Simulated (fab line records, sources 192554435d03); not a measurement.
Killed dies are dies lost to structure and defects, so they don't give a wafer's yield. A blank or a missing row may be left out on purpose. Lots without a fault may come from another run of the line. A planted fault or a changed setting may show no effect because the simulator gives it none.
Problem report in the 8D (eight disciplines) form, filled by code | flow n5_finfet | the parts of the form that need people (team, actions taken, sign-off) are left out

1. THE PROBLEM
rf_fwd_power_W at N5_BEOL_M7_VIA_ETCH_34 reads a mean of 258.6 W on 6 wafers of 2 lots; wafers without a fault read 341.1 W with a standard deviation of 1.3. That is -63 standard deviations from the usual mean.
The step: etches SiCOH lowk in C4F6/O2, target depth 125.5 nm, time 50.5 s.
First seen on wafer L621.1, day 14 05:22, on rie_diel-03. The record holds 27 wafers of 9 lots with a number at this step. Rule for "out", or "out of limits": more than 4 standard deviations from the usual mean. The other wafers with a number count as sound.

2. WHAT IT IS AND WHAT IT IS NOT
question                    | is                       | is not
which readings at this step | rf_fwd_power_W, rf_vpp_V | O2_flow_sccm, drypump_motor_current_A, oes_product_au, showerhead_plenum_p_Torr, throttle_valve_pct
which lots                  | L620, L621               | L600, L601, L602, L605, L606, L607, L617
which wafers of those lots  | all that have a number   | -
read on which tools         | rie_diel-03              | rie_diel-04, rie_diel-05
when                        | from day 14 05:22        | up to then (21 sound wafers)

3. SUSPECTS, AND WHAT RULES EACH OUT
Counting: a tool at a process step up to the reading stays a suspect if it ran every lot that is out and no sound lot after the first of them.
- rie_diel-03 at N5_BEOL_M7_ETCH_72 (etches underlayer in N2/H2, target depth 6.5 nm, time 5.2 s): kept. It ran every lot that is out, first L621 (day 14 05:14), and no sound lot after that; its last sound lot up to then is L617 (day 13 14:30).
- rie_diel-03 at N5_BEOL_M7_VIA_ETCH_34 (etches SiCOH lowk in C4F6/O2, target depth 125.5 nm, time 50.5 s): kept. It ran every lot that is out, first L621 (day 14 05:22), and no sound lot after that; its last sound lot up to then is L617 (day 13 14:39). Its own readings are out on those wafers: rf_fwd_power_W, rf_vpp_V.
Left after counting: rie_diel-03 at N5_BEOL_M7_ETCH_72, rie_diel-03 at N5_BEOL_M7_VIA_ETCH_34.

4. THE CAUSE (what the simulator had put in)
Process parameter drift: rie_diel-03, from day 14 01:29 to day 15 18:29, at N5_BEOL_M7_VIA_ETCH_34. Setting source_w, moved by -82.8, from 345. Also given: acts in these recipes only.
Counting left 2 suspects, and this tool is among them.

5. THE CHAIN OF EFFECTS, in route order
Each row: a reading whose mean over the struck wafers that have a number lies more than 3 standard deviations from the usual. Only readings for which the record gives a usual standard deviation are gone through. hours: the time from each lot's start at the first step in this table that gives one to its start at this step, as a median over the lots. sigmas: the change in usual standard deviations.
hours | step                   | reading        | usual     | on struck wafers | change | sigmas
0     | N5_BEOL_M7_VIA_ETCH_34 | oes_f_703_au   | 0.79 a.u. | 0.53             | -0.26  | -3.0
0     | N5_BEOL_M7_VIA_ETCH_34 | rf_fwd_power_W | 341.1 W   | 258.6            | -82.5  | -63
0     | N5_BEOL_M7_VIA_ETCH_34 | rf_vpp_V       | 663 V     | 780              | +117   | +9.8
The process steps in it:
- N5_BEOL_M7_VIA_ETCH_34: etches SiCOH lowk in C4F6/O2, target depth 125.5 nm, time 50.5 s.

6. WHAT WOULD HAVE CAUGHT IT SOONER
In this record the first reading out of limits was taken at day 14 05:22, 4 hours after the fault began at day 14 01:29.
